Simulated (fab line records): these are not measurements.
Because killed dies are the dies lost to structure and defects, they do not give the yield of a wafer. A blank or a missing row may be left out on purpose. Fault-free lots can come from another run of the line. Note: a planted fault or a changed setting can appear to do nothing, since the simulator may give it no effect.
fab line records | flow nand-harc
record: lots: 6 wafers: 18 last-day: 24
route steps=1159 shown A_ONON_D1@426 END@1159
lots untouched by any fault: they come from a run of this same line in which no faults occurred
start-h: the number of hours between the record's first day and the start of the first shown wafer of the lot | wait-h: hours elapsed since this lot's preceding step | " identical to the entry in the row above | L1.1+2: a single row standing in for several wafers | - value missing, or start not given | * or withheld: withheld | < > ~ a bound
route shown NAME@n: a module of which the file shows steps, and the number in the route of the first | usual: the fault-free wafers' mean and standard deviation | same: alike in all rows | chamber/n: place in a boat | sites: each site's reading | _std_site: standard deviation of those values | _edge_site: mean of outer sites minus mean of inner sites | radius-mm: how far each site lies from the wafer's centre | mask NAME#n: copy n | behind: the last tool/chamber to shape the wafer | hold: why the lot was held/for how many hours/how that ended | device: transistor that didn't switch, given as n, p or np | end of line: the tests these same wafers got at the end of their route | for a step that has no rows: nothing shown but its recipe | killed: count of dies lost to structure and defects at first sort (not the wafer's yield) | map: per-die view of a wafer (x killed, . not killed, _ where there is no die)
set.NAME: the run value of the setting; set.NAME@STEP: its run value at that earlier step | model.NAME: the simulator's own value behind a step, which no gauge read
lots at selected steps of the route; one table per step, one row per wafer
services: a tool's chamber out of use, with start hour (start-h, from the record's first day; less than 0 if before it), hours out, and reason
== steps ==
step: NHARC_A_ONON_D1_DEP_03
recipe: target-thk-a: 10000 n2-flow-sccm: 2750 n2o-flow-sccm: 2000 nh3-flow-sccm: 500 sih4-flow-sccm: 210 temp-c: 400
step: NHARC_A_ONON_D1_THK_MEAS_05
recipe: thk-meas-gauge: ellipsometry
usual: thk-nm: 999/10
columns lot.wafer tool chamber start-h wait-h thk-nm
L145.2 film-metro-02 - 191.79 - 994
L145.3 " - " " 993
L145.4 " - " " 996
L149.2 film-metro-02 - 211.30 - 993
L149.4 " - " " 992
L149.6 " - " " 993
L151.1 film-metro-01 - 238.89 - 993
L151.4 " - " " 993
L151.6 " - " " 993
L159.2 film-metro-01 - 268.31 - 989
L159.3 " - " " 989
L159.5 " - " " 989
L158.2 film-metro-02 - 268.32 - 996
L158.5 " - " " 995
L158.6 " - " " 995
L161.1 film-metro-02 - 281.30 - 985
L161.2 " - " " 984
L161.4 " - " " 983
step: NHARC_A_ONON_D1_DEP_06
recipe: target-thk-a: 10000 n2-flow-sccm: 2750 n2o-flow-sccm: 2000 nh3-flow-sccm: 500 sih4-flow-sccm: 210 temp-c: 400
step: NHARC_A_ONON_D1_THK_MEAS_08
recipe: thk-meas-gauge: ellipsometry
usual: thk-nm: 1000/9.8
columns lot.wafer tool chamber start-h wait-h thk-nm
L145.2 film-metro-01 - 192.36 - 990
L145.3 " - " " 989
L145.4 " - " " 990
L149.2 film-metro-01 - 211.87 - 995
L149.4 " - " " 997
L149.6 " - " " 996
L151.1 film-metro-01 - 239.47 - 997
L151.4 " - " " 998
L151.6 " - " " 997
L159.2 film-metro-02 - 268.88 - 1003
L159.3 " - " " 1006
L159.5 " - " " 1004
L158.2 film-metro-02 - 268.88 - 996
L158.5 " - " " 996
L158.6 " - " " 995
L161.1 film-metro-02 - 281.87 - 1017
L161.2 " - " " 1016
L161.4 " - " " 1014
step: NHARC_A_ONON_D1_DEP_09
recipe: target-thk-a: 10000 n2-flow-sccm: 2750 n2o-flow-sccm: 2000 nh3-flow-sccm: 500 sih4-flow-sccm: 210 temp-c: 400
step: NHARC_A_ONON_D1_THK_MEAS_11
recipe: thk-meas-gauge: ellipsometry
usual: thk-nm: 998/8
columns lot.wafer tool chamber start-h wait-h thk-nm
L145.2 film-metro-02 - 192.92 - 1012
L145.3 " - " " 1012
L145.4 " - " " 1010
L149.2 film-metro-02 - 212.44 - 991
L149.4 " - " " 990
L149.6 " - " " 990
L151.1 film-metro-02 - 240.04 - 1011
L151.4 " - " " 1013
L151.6 " - " " 1014
L159.2 film-metro-02 - 269.44 - 994
L159.3 " - " " 995
L159.5 " - " " 994
L158.2 film-metro-01 - 269.45 - 1005
L158.5 " - " " 1006
L158.6 " - " " 1005
L161.1 film-metro-02 - 282.43 - 989
L161.2 " - " " 988
L161.4 " - " " 988
step: NHARC_A_ONON_D1_DEP_12
recipe: target-thk-a: 10000 n2-flow-sccm: 2750 n2o-flow-sccm: 2000 nh3-flow-sccm: 500 sih4-flow-sccm: 210 temp-c: 400
step: NHARC_A_ONON_D1_THK_MEAS_14
recipe: thk-meas-gauge: ellipsometry
usual: thk-nm: 999/10
columns lot.wafer tool chamber start-h wait-h thk-nm
L145.2 film-metro-02 - 193.49 - 1010
L145.3 " - " " 1008
L145.4 " - " " 1007
L149.2 film-metro-02 - 213.00 - 984
L149.4 " - " " 986
L149.6 " - " " 986
L151.1 film-metro-02 - 240.60 - 987
L151.4 " - " " 987
L151.6 " - " " 985
L159.2 film-metro-02 - 270.01 - 993
L159.3 " - " " 992
L159.5 " - " " 991
L158.2 film-metro-01 - 270.05 - 994
L158.5 " - " " 992
L158.6 " - " " 996
L161.1 film-metro-02 - 283.00 - 1021
L161.2 " - " " 1023
L161.4 " - " " 1021
step: NHARC_A_ONON_D1_ANNEAL_15
recipe: temp-c: 750 time-s: 3600
step: NHARC_A_ONON_D1_DEP_16
recipe: target-thk-a: 10000 n2-flow-sccm: 2750 n2o-flow-sccm: 2000 nh3-flow-sccm: 500 sih4-flow-sccm: 210 temp-c: 400
step: NHARC_A_ONON_D1_THK_MEAS_18
recipe: thk-meas-gauge: ellipsometry
usual: thk-nm: 998/10
columns lot.wafer tool chamber start-h wait-h thk-nm
L145.2 film-metro-01 - 200.59 - 1014
L145.3 " - " " 1013
L145.4 " - " " 1014
L149.2 film-metro-02 - 222.33 - 1012
L149.4 " - " " 1012
L149.6 " - " " 1014
L151.1 film-metro-01 - 247.72 - 1016
L151.4 " - " " 1015
L151.6 " - " " 1016
L159.2 film-metro-01 - 277.08 - 995
L159.3 " - " " 994
L159.5 " - " " 994
L158.2 film-metro-01 - 277.09 - 988
L158.5 " - " " 988
L158.6 " - " " 987
L161.1 film-metro-02 - 290.10 - 997
L161.2 " - " " 998
L161.4 " - " " 1000
step: NHARC_A_ONON_D1_DEP_19
recipe: target-thk-a: 10000 n2-flow-sccm: 2750 n2o-flow-sccm: 2000 nh3-flow-sccm: 500 sih4-flow-sccm: 210 temp-c: 400
columns lot.wafer tool chamber start-h wait-h
L145.2+3+4 pecvd-onon-03 0 200.71 0.1
L149.2+4+6 pecvd-onon-03 0 222.44 0.1
L151.1+4+6 pecvd-onon-03 0 247.78 0.1
L159.2+3+5 pecvd-onon-01 0 277.20 0.1
L158.2+5+6 pecvd-onon-04 0 277.21 0.1
L161.1+2+4 pecvd-onon-04 0 290.16 0.1
step: NHARC_A_ONON_D1_THK_MEAS_21
recipe: thk-meas-gauge: ellipsometry
usual: thk-nm: 999/9.1
columns lot.wafer tool chamber start-h wait-h thk-nm
L145.2 film-metro-02 - 201.16 - 983
L145.3 " - " " 984
L145.4 " - " " 983
L149.2 film-metro-01 - 222.90 - 998
L149.4 " - " " 667
L149.6 " - " " 666
L151.1 film-metro-01 - 248.29 - 674
L151.4 " - " " 675
L151.6 " - " " 675
L159.2 film-metro-01 - 277.66 - 1009
L159.3 " - " " 1010
L159.5 " - " " 1008
L158.2 film-metro-02 - 277.66 - 1005
L158.5 " - " " 1002
L158.6 " - " " 1003
L161.1 film-metro-01 - 290.67 - 997
L161.2 " - " " 999
L161.4 " - " " 1000
step: NHARC_A_ONON_D1_DEP_22
recipe: target-thk-a: 10000 n2-flow-sccm: 2750 n2o-flow-sccm: 2000 nh3-flow-sccm: 500 sih4-flow-sccm: 210 temp-c: 400
step: NHARC_END_SORT_01
recipe: temp-c: 25
usual: killed-at-array: 29/13 killed-at-other: 0.7/1 killed-at-periphery: 3.2/2.3 killed-dies: 33/13 killed-open: 3.3/1.7 killed-short: 2.0/1.5
same: gross-dies: 677
columns lot.wafer tool chamber start-h wait-h killed-at-array killed-at-other killed-at-periphery killed-dies killed-open killed-short
L149.4 prober-02 0 508.00 3.4 673 1 3 677 3 5
L149.6 prober-02 0 509.58 3.9 673 1 3 677 3 10
L151.1 prober-01 0 518.21 2.5 673 1 3 677 3 3
L151.4 prober-01 0 520.57 3.3 675 0 2 677 2 0
L151.6 prober-01 0 522.15 3.9 672 0 5 677 6 2
killed by level:class
L149.4 A_ONON_D1:area-dep=633 A_CHANNEL_HOLE_D1:chamber-film-flake=16 A_SLIT:chamber-film-flake=13 A_CONTACT:chamber-film-flake=4 A_CHANNEL_FILL_D1:geometric-particle:short=2 P_M1:geometric-particle:open=1 A_CHANNEL_FILL_D1:geometric-particle:open=1 A_SGD_CUT:geometric-particle:short=1
L149.6 A_ONON_D1:area-dep=634 A_CHANNEL_HOLE_D1:chamber-film-flake=15 A_SLIT:chamber-film-flake=10 A_ONON_D1:geometric-particle:short=2 A_CHANNEL_FILL_D1:geometric-particle:short=2 A_ZERO_WELL:chamber-film-flake=2 P_CONTACT:geometric-particle:short=1 P_M0:geometric-particle:short=1
L151.1 A_ONON_D1:area-dep=636 A_CHANNEL_HOLE_D1:chamber-film-flake=22 A_SLIT:chamber-film-flake=9 P_CONTACT:geometric-particle:open=1 P_M2:geometric-particle:short=1 A_ONON_D1:geometric-particle:open=1 A_ONON_D1:geometric-particle:short=1 A_WL_FILL:geometric-particle:short=1
L151.4 A_ONON_D1:area-dep=629 A_CHANNEL_HOLE_D1:chamber-film-flake=23 A_SLIT:chamber-film-flake=20 P_CONTACT:geometric-particle:open=1 A_ONON_D1:geometric-particle:open=1 P_M2:chamber-film-flake=1 A_ZERO_WELL:chamber-film-flake=1 A_CONTACT:chamber-film-flake=1
L151.6 A_ONON_D1:area-dep=632 A_CHANNEL_HOLE_D1:chamber-film-flake=21 A_SLIT:chamber-film-flake=13 P_CONTACT:geometric-particle:open=3 A_CONTACT:chamber-film-flake=2 P_GATE:geometric-particle:short=1 P_CONTACT:geometric-particle:short=1 A_ONON_D1:geometric-particle:open=1
map L149.4 (x killed, . not)
____________x____________
_________xxxxxxx_________
_______xxxxxxxxxxx_______
______xxxxxxxxxxxxx______
_____xxxxxxxxxxxxxxx_____
____xxxxxxxxxxxxxxxxx____
____xxxxxxxxxxxxxxxxx____
___xxxxxxxxxxxxxxxxxxx___
___xxxxxxxxxxxxxxxxxxx___
__xxxxxxxxxxxxxxxxxxxxx__
__xxxxxxxxxxxxxxxxxxxxx__
_xxxxxxxxxxxxxxxxxxxxxxx_
_xxxxxxxxxxxxxxxxxxxxxxx_
_xxxxxxxxxxxxxxxxxxxxxxx_
_xxxxxxxxxxxxxxxxxxxxxxx_
_xxxxxxxxxxxxxxxxxxxxxxx_
xxxxxxxxxxxxxxxxxxxxxxxxx
xxxxxxxxxxxxxxxxxxxxxxxxx
xxxxxxxxxxxxxxxxxxxxxxxxx
xxxxxxxxxxxxxxxxxxxxxxxxx
xxxxxxxxxxxxxxxxxxxxxxxxx
_xxxxxxxxxxxxxxxxxxxxxxx_
_xxxxxxxxxxxxxxxxxxxxxxx_
_xxxxxxxxxxxxxxxxxxxxxxx_
_xxxxxxxxxxxxxxxxxxxxxxx_
_xxxxxxxxxxxxxxxxxxxxxxx_
__xxxxxxxxxxxxxxxxxxxxx__
__xxxxxxxxxxxxxxxxxxxxx__
___xxxxxxxxxxxxxxxxxxx___
___xxxxxxxxxxxxxxxxxxx___
____xxxxxxxxxxxxxxxxx____
____xxxxxxxxxxxxxxxxx____
_____xxxxxxxxxxxxxxx_____
______xxxxxxxxxxxxx______
_______xxxxxxxxxxx_______
_________xxxxxxx_________
____________x____________
map L151.1 (x killed, . not)
____________x____________
_________xxxxxxx_________
_______xxxxxxxxxxx_______
______xxxxxxxxxxxxx______
_____xxxxxxxxxxxxxxx_____
____xxxxxxxxxxxxxxxxx____
____xxxxxxxxxxxxxxxxx____
___xxxxxxxxxxxxxxxxxxx___
___xxxxxxxxxxxxxxxxxxx___
__xxxxxxxxxxxxxxxxxxxxx__
__xxxxxxxxxxxxxxxxxxxxx__
_xxxxxxxxxxxxxxxxxxxxxxx_
_xxxxxxxxxxxxxxxxxxxxxxx_
_xxxxxxxxxxxxxxxxxxxxxxx_
_xxxxxxxxxxxxxxxxxxxxxxx_
_xxxxxxxxxxxxxxxxxxxxxxx_
xxxxxxxxxxxxxxxxxxxxxxxxx
xxxxxxxxxxxxxxxxxxxxxxxxx
xxxxxxxxxxxxxxxxxxxxxxxxx
xxxxxxxxxxxxxxxxxxxxxxxxx
xxxxxxxxxxxxxxxxxxxxxxxxx
_xxxxxxxxxxxxxxxxxxxxxxx_
_xxxxxxxxxxxxxxxxxxxxxxx_
_xxxxxxxxxxxxxxxxxxxxxxx_
_xxxxxxxxxxxxxxxxxxxxxxx_
_xxxxxxxxxxxxxxxxxxxxxxx_
__xxxxxxxxxxxxxxxxxxxxx__
__xxxxxxxxxxxxxxxxxxxxx__
___xxxxxxxxxxxxxxxxxxx___
___xxxxxxxxxxxxxxxxxxx___
____xxxxxxxxxxxxxxxxx____
____xxxxxxxxxxxxxxxxx____
_____xxxxxxxxxxxxxxx_____
______xxxxxxxxxxxxx______
_______xxxxxxxxxxx_______
_________xxxxxxx_________
____________x____________
== services ==
columns tool chamber start-h hours kind
pecvd-onon-03 - 180.71 3.5 repair
pecvd-onon-01 - 195.31 13.0 pm
pecvd-onon-04 - 237.00 13.0 pm
== key ==
first-sign: step: NHARC_A_ONON_D1_THK_MEAS_21 reading: thk-nm direction: down sigmas: 36 usual: 999 struck: 671
effect: step: NHARC_END_SORT_01 reading: killed-at-array direction: up sigmas: 50 usual: 29 struck: 673
more-kills-born-at: NHARC_A_ONON_D1_DEP_19@pecvd-onon-03: 3164
met-at NHARC_A_ONON_D1_DEP_19
struck-wafers L149.4,L149.6,L151.1,L151.4,L151.6
later-rows-left-out L149.4,L149.6,L151.1,L151.4,L151.6
tester-left-out L149,L151
onset-between 200.71 222.44
fault: kind: process-parameter-drift tool: pecvd-onon-03 chamber: - onset-h: 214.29 steps: NHARC_A_ONON_D1_DEP_19 channel: target-thk-a offset: * shape: step end-h: 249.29 scope: struck-wafers-only acts-in: * stated: *
tester-left-out: of these lots the tester's yield and bins aren't shown, on N5 and GAA mostly nor the transistor test; their killed dies are dies lost to structure and defects alone, not to doping, threshold or leakage, so they don't give the yield
later-rows-left-out: the simulator's readings of these wafers behind a module that went badly wrong aren't trusted and aren't shown, but for the sort
